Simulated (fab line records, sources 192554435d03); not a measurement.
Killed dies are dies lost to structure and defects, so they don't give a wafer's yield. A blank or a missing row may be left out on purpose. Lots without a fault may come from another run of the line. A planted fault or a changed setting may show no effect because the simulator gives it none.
Chamber matching | flow n5_finfet | N5_BEOL_M7_CMP_52 on cmp-02: 4 sister chambers
The step polishes, stops on SiCOH lowk, t overpolish 6.9 s, target thk 80 nm. 20 wafers are shown with their chamber, then 10 later ones without.

WAFERS WITH THEIR CHAMBER
wafer  | chamber | motor_current_A (A) | time_to_endpoint_s (s) | barrier_field_endpoint_s (s)
L075.2 | 0       | 5.9                 | 60                     | 28.7
L075.3 | 3       | 5.6                 | 64                     | 28.8
L075.6 | 3       | 5.8                 | 66                     | 30.4
L080.1 | 3       | 5.9                 | 62                     | 28.7
L080.3 | 0       | 5.9                 | 59                     | 27.8
L080.4 | 1       | 5.8                 | 67                     | 28.3
L079.4 | 1       | 5.8                 | 64                     | 29.1
L079.5 | 1       | 5.9                 | 65                     | 28.5
L079.6 | 2       | 6.4                 | 70                     | 30.6
L083.2 | 0       | 6.1                 | 61                     | 29.4
L083.4 | 3       | 5.7                 | 65                     | 29.6
L083.6 | 0       | 6.1                 | 57                     | 28.7
L093.1 | 1       | 5.8                 | 63                     | 29.4
L093.2 | 3       | 5.7                 | 62                     | 28.5
L093.5 | 2       | 6.7                 | 70                     | 31.0
L087.4 | 2       | 6.9                 | 68                     | 29.9
L087.5 | 2       | 6.6                 | 65                     | 29.4
L087.6 | 3       | 6.1                 | 63                     | 28.6
L089.2 | 1       | 5.8                 | 65                     | 28.7
L089.4 | 3       | 6.0                 | 62                     | 28.6

SIGNATURES (means of the wafers above)
reading                  | chamber 0 | chamber 1 | chamber 2 | chamber 3 | scatter within a chamber
motor_current_A          | 6.000     | 5.820     | 6.650     | 5.829     | 0.153
time_to_endpoint_s       | 59.25     | 64.80     | 68.25     | 63.43     | 1.77
barrier_field_endpoint_s | 28.650    | 28.800    | 30.225    | 29.029    | 0.644
Rule: a wafer's distance from a chamber is the root of the sum, over the readings, of the square of ((its reading less the chamber's mean) divided by the reading's scatter). The wafer belongs to the nearest chamber; if the next one is less than 2 further off, it can't be placed. The scatter: the root of (the sum of the squares of (reading less its chamber's mean) over the shown wafers, divided by (wafers less chambers)).

WAFERS WITHOUT THEIR CHAMBER
wafer  | motor_current_A (A) | time_to_endpoint_s (s) | barrier_field_endpoint_s (s)
L089.5 | 5.4                 | 64                     | 28.7
L088.2 | 6.8                 | 67                     | 30.3
L088.5 | 5.9                 | 64                     | 29.2
L088.6 | 6.9                 | 68                     | 30.3
L091.1 | 5.7                 | 63                     | 28.0
L091.3 | 5.8                 | 61                     | 28.2
L091.4 | 5.7                 | 65                     | 29.6
L092.1 | 6.5                 | 69                     | 30.6
L092.4 | 6.1                 | 67                     | 29.4
L092.6 | 5.8                 | 64                     | 30.3

WHICH CHAMBER EACH WENT THROUGH
wafer  | from the rows above          | in truth
L089.5 | can't be placed: 1 or 3 or 0 | 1
L088.2 | 2                            | 2
L088.5 | can't be placed: 3 or 1      | 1
L088.6 | 2                            | 2
L091.1 | can't be placed: 1 or 3 or 0 | 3
L091.3 | can't be placed: 0 or 3 or 1 | 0
L091.4 | can't be placed: 1 or 3      | 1
L092.1 | 2                            | 2
L092.4 | can't be placed: 1 or 3 or 2 | 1
L092.6 | can't be placed: 3 or 1 or 0 | 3
Placed correctly: 3 of 10. Can't be placed from these rows: 7 (the true chamber is among the candidates in 7). Placed wrongly: 0.
